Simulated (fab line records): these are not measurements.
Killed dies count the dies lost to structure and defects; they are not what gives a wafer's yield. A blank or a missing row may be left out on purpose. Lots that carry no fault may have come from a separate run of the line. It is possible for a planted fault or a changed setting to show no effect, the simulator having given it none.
Matching of chambers :: flow n5-finfet :: N5_BEOL_M12_DEP_53 on pecvd-04 has 3 sister chambers
The step deposits SiCN from 3MS/NH3, target thk 30 nm, time 10.5 s. 24 wafers are shown with their chamber, then 12 later ones without.

== WAFERS WITH THEIR CHAMBER ==
wafer: L075.1
chamber: 0
throttle-valve-pct (%): 17.7
showerhead-plenum-p-Torr (Torr): 4.176

wafer: L075.2
chamber: 2
throttle-valve-pct (%): 18.1
showerhead-plenum-p-Torr (Torr): 4.185

wafer: L075.3
chamber: 1
throttle-valve-pct (%): 17.9
showerhead-plenum-p-Torr (Torr): 4.167

wafer: L075.4
chamber: 0
throttle-valve-pct (%): 17.7
showerhead-plenum-p-Torr (Torr): 4.178

wafer: L075.5
chamber: 2
throttle-valve-pct (%): 18.2
showerhead-plenum-p-Torr (Torr): 4.167

wafer: L075.6
chamber: 1
throttle-valve-pct (%): 17.5
showerhead-plenum-p-Torr (Torr): 4.165

wafer: L077.4
chamber: 2
throttle-valve-pct (%): 18.4
showerhead-plenum-p-Torr (Torr): 4.165

wafer: L077.5
chamber: 0
throttle-valve-pct (%): 17.5
showerhead-plenum-p-Torr (Torr): 4.182

wafer: L077.6
chamber: 1
throttle-valve-pct (%): 18.0
showerhead-plenum-p-Torr (Torr): 4.161

wafer: L079.2
chamber: 1
throttle-valve-pct (%): 17.8
showerhead-plenum-p-Torr (Torr): 4.174

wafer: L079.5
chamber: 2
throttle-valve-pct (%): 18.3
showerhead-plenum-p-Torr (Torr): 4.193

wafer: L079.6
chamber: 0
throttle-valve-pct (%): 17.4
showerhead-plenum-p-Torr (Torr): 4.176

wafer: L080.1
chamber: 1
throttle-valve-pct (%): 17.8
showerhead-plenum-p-Torr (Torr): 4.163

wafer: L080.2
chamber: 2
throttle-valve-pct (%): 18.3
showerhead-plenum-p-Torr (Torr): 4.177

wafer: L080.4
chamber: 2
throttle-valve-pct (%): 18.3
showerhead-plenum-p-Torr (Torr): 4.182

wafer: L084.1
chamber: 0
throttle-valve-pct (%): 17.4
showerhead-plenum-p-Torr (Torr): 4.179

wafer: L084.3
chamber: 2
throttle-valve-pct (%): 18.4
showerhead-plenum-p-Torr (Torr): 4.172

wafer: L084.4
chamber: 2
throttle-valve-pct (%): 18.7
showerhead-plenum-p-Torr (Torr): 4.178

wafer: L085.2
chamber: 1
throttle-valve-pct (%): 18.1
showerhead-plenum-p-Torr (Torr): 4.167

wafer: L085.4
chamber: 1
throttle-valve-pct (%): 17.7
showerhead-plenum-p-Torr (Torr): 4.172

wafer: L085.5
chamber: 0
throttle-valve-pct (%): 17.7
showerhead-plenum-p-Torr (Torr): 4.174

wafer: L089.1
chamber: 1
throttle-valve-pct (%): 17.6
showerhead-plenum-p-Torr (Torr): 4.164

wafer: L089.3
chamber: 0
throttle-valve-pct (%): 17.7
showerhead-plenum-p-Torr (Torr): 4.178

wafer: L089.6
chamber: 1
throttle-valve-pct (%): 17.8
showerhead-plenum-p-Torr (Torr): 4.165

SIGNATURES (means of the wafers above)
reading: throttle-valve-pct
chamber 0: 17.586
chamber 1: 17.800
chamber 2: 18.337
scatter within a chamber: 0.173

reading: showerhead-plenum-p-Torr
chamber 0: 4.17757
chamber 1: 4.16644
chamber 2: 4.17737
scatter within a chamber: 0.00615
Rule: a wafer's distance from a chamber is the root of the sum, over the readings, of the square of ((its reading less the chamber's mean) divided by the reading's scatter). If the next closest chamber is less than 2 further off than the closest, the wafer can't be placed; otherwise it belongs to the closest. How the scatter is found: for the shown wafers, subtract from each reading the mean of its chamber, square and add these, divide the total by (wafers less chambers), then take the root.

== WAFERS WITH NO CHAMBER GIVEN ==
wafer: L088.1
throttle-valve-pct (%): 17.8
showerhead-plenum-p-Torr (Torr): 4.174

wafer: L088.3
throttle-valve-pct (%): 18.1
showerhead-plenum-p-Torr (Torr): 4.174

wafer: L088.4
throttle-valve-pct (%): 18.7
showerhead-plenum-p-Torr (Torr): 4.176

wafer: L092.2
throttle-valve-pct (%): 17.6
showerhead-plenum-p-Torr (Torr): 4.180

wafer: L092.3
throttle-valve-pct (%): 18.0
showerhead-plenum-p-Torr (Torr): 4.157

wafer: L092.5
throttle-valve-pct (%): 18.7
showerhead-plenum-p-Torr (Torr): 4.178

wafer: L094.2
throttle-valve-pct (%): 18.6
showerhead-plenum-p-Torr (Torr): 4.173

wafer: L094.5
throttle-valve-pct (%): 17.6
showerhead-plenum-p-Torr (Torr): 4.174

wafer: L094.6
throttle-valve-pct (%): 18.6
showerhead-plenum-p-Torr (Torr): 4.178

wafer: L097.1
throttle-valve-pct (%): 17.8
showerhead-plenum-p-Torr (Torr): 4.181

wafer: L097.3
throttle-valve-pct (%): 18.8
showerhead-plenum-p-Torr (Torr): 4.182

wafer: L097.5
throttle-valve-pct (%): 17.8
showerhead-plenum-p-Torr (Torr): 4.173

== WHICH CHAMBER EACH WENT THROUGH ==
wafer: L088.1
from the rows above: can't be placed: 1 or 0 or 2
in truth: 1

wafer: L088.3
from the rows above: can't be placed: 2 or 1 or 0
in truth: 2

wafer: L088.4
from the rows above: 2
in truth: 2

wafer: L092.2
from the rows above: 0
in truth: 0

wafer: L092.3
from the rows above: can't be placed: 1 or 2
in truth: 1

wafer: L092.5
from the rows above: 2
in truth: 2

wafer: L094.2
from the rows above: 2
in truth: 2

wafer: L094.5
from the rows above: can't be placed: 0 or 1
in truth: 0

wafer: L094.6
from the rows above: 2
in truth: 2

wafer: L097.1
from the rows above: can't be placed: 0 or 1 or 2
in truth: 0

wafer: L097.3
from the rows above: 2
in truth: 2

wafer: L097.5
from the rows above: can't be placed: 1 or 0
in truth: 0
Correct placement for 6 of the 12. Not placeable from these rows: 6 (in 6, the candidates include the true chamber). 0 placed wrongly.
